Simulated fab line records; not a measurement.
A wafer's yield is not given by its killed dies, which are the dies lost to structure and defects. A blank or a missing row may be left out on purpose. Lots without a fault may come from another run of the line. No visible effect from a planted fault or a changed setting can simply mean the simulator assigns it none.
Chamber matching || flow nand-harc || 4 sister chambers for NHARC_A_STAIRCASE_ALD_415 on ald-hk-04
The step deposits SiO2, target thk 30 nm, pulse time 6 s, ald cycles 300. 4 wafers are shown with their chamber, then 7 later ones without.

== EACH WAFER AND ITS CHAMBER ==
{"wafer": "L078.1", "chamber": 2, "heater-power-w (W)": 445}
{"wafer": "L084.5", "chamber": 1, "heater-power-w (W)": 467}
{"wafer": "L085.2", "chamber": 0, "heater-power-w (W)": 495}
{"wafer": "L085.4", "chamber": 3, "heater-power-w (W)": 483}

== WAFERS WITH NO CHAMBER GIVEN ==
{"wafer": "L085.6", "heater-power-w (W)": 464}
{"wafer": "L087.2", "heater-power-w (W)": 451}
{"wafer": "L087.4", "heater-power-w (W)": 489}
{"wafer": "L087.6", "heater-power-w (W)": 462}
{"wafer": "L094.4", "heater-power-w (W)": 430}
{"wafer": "L094.5", "heater-power-w (W)": 424}
{"wafer": "L094.6", "heater-power-w (W)": 490}

== WHICH CHAMBER EACH WENT THROUGH ==
{"wafer": "L085.6", "from the rows above": "can't be placed: 1 or 2 or 3", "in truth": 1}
{"wafer": "L087.2", "from the rows above": "can't be placed: 2 or 1", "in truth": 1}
{"wafer": "L087.4", "from the rows above": "can't be placed: 0 or 3 or 1", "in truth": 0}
{"wafer": "L087.6", "from the rows above": "can't be placed: 1 or 2 or 3", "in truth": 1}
{"wafer": "L094.4", "from the rows above": 2, "in truth": 2}
{"wafer": "L094.5", "from the rows above": 2, "in truth": 2}
{"wafer": "L094.6", "from the rows above": "can't be placed: 0 or 3 or 1", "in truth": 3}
2 of 7 placed correctly. Cannot be placed on the basis of these rows: 5; the candidates contain the true chamber in 5. Wrongly placed: 0.
How it was worked out, from the rows above alone: a wafer's distance from a chamber is the root of the sum, over the readings, of the square of ((its reading less the chamber's mean) divided by the reading's scatter). If the next closest chamber is less than 2 further off than the closest, the wafer can't be placed; otherwise it belongs to the closest. A chamber's mean is the mean of its shown wafers. The scatter: root of mean squared gap, hidden wafer to nearest shown wafer, with one shown wafer a chamber.
